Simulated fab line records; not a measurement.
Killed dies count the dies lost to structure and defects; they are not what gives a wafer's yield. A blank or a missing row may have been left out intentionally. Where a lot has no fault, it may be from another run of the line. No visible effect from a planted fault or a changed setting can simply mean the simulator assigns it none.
Struck lot and sound lot, side by side | flow nand harc | 14 out of 1159 route steps
Sound: the wafers L333.1, L333.2, L333.6. Wafers struck: L342.2, L342.4, L342.5. At the end, the cause is stated.
For every step that has rows: the tool of each side, followed by ch and its chambers, followed by its first start. Under that, the readings that differ: sound wafers | struck wafers | difference of the means | sigmas: that difference in standard deviations of wafers without a fault.
alike: readings whose means differ by less than 2 such deviations, and words and numbers that are the same on both sides. not compared: withheld readings, readings that some wafer has no value for, bounds like >300 that may hide the same value, and numbers for which the record gives no deviation and whose values overlap.
Wherever a step has rows on one side only, a row that says differs or no value, or a row with sigmas, the two part there. Numbers that have no deviation but don't overlap get no sigmas and don't part them. A reading that every wafer of one side lacks parts them only if that side has two wafers or more.

first, 2 steps without rows for these wafers: NHARC_A_SOURCE_PLATE_CVD_03 (deposits poly-Si, target thk 200 nm, time 4000 s); NHARC_A_SOURCE_PLATE_ANNEAL_05 (time 1800 s).
NHARC_A_SOURCE_PLATE_THK_MEAS_06: measures by ellipsometry.
  sound on film metro-02, day 8 22:47; struck on film metro-01, day 11 12:31
  alike: thk nm
NHARC_A_SOURCE_PLATE_INSPECT_08:
  sound on defect inspect-01, day 8 22:53; struck on defect inspect-01, day 11 12:35
  alike: raw defect count
next comes 1 step that has no rows for these wafers: NHARC_A_ONON_D1_DEP_00 (target thickness 1000 nm).
NHARC_A_ONON_D1_THK_MEAS_02: measures by ellipsometry.
  sound on film metro-01, day 8 23:27; struck on film metro-02, day 11 13:10
  alike: thk nm
next comes 1 step that has no rows for these wafers: NHARC_A_ONON_D1_DEP_03 (target thickness 1000 nm).
NHARC_A_ONON_D1_THK_MEAS_05: measures by ellipsometry.
  sound on film metro-01, day 9 00:02; struck on film metro-02, day 11 13:51
  alike: thk nm
next comes 1 step that has no rows for these wafers: NHARC_A_ONON_D1_DEP_06 (target thickness 1000 nm).
NHARC_A_ONON_D1_THK_MEAS_08: measures by ellipsometry.
  sound on film metro-02, day 9 00:37; struck on film metro-02, day 11 14:25
  alike: thk nm
NHARC_A_ONON_D1_DEP_09: target thk 1000 nm.
  sound on pecvd onon-01 ch 0, day 9 00:40; struck on pecvd onon-02 ch 0, day 11 14:32
  alike: nh3 flow sccm
NHARC_A_ONON_D1_THK_MEAS_11: measures by ellipsometry.
  sound on film metro-02, day 9 01:11; struck on film metro-01, day 11 14:59
  reading     | sound       | struck         | difference | sigmas
  thk nm (nm) | 981 980 980 | 1536 1536 1536 | +556       | +56
next comes 1 step that has no rows for these wafers: NHARC_A_ONON_D1_DEP_12 (target thickness 1000 nm).
-- break in the record here, with 12 days between the starts of the struck wafers on either side (left off in module A_ONON_D1, picked up again in module END, where the first step shown is number 1159 on the route) --
NHARC_END_SORT_01:
  here the record holds rows for the struck wafers (prober-01 ch 0, day 23 13:18) but none for the sound ones

== WHERE THEY PART ==
First at NHARC_A_ONON_D1_THK_MEAS_11; last, within this record, at NHARC_END_SORT_01.

WHY: whatever the simulator had introduced
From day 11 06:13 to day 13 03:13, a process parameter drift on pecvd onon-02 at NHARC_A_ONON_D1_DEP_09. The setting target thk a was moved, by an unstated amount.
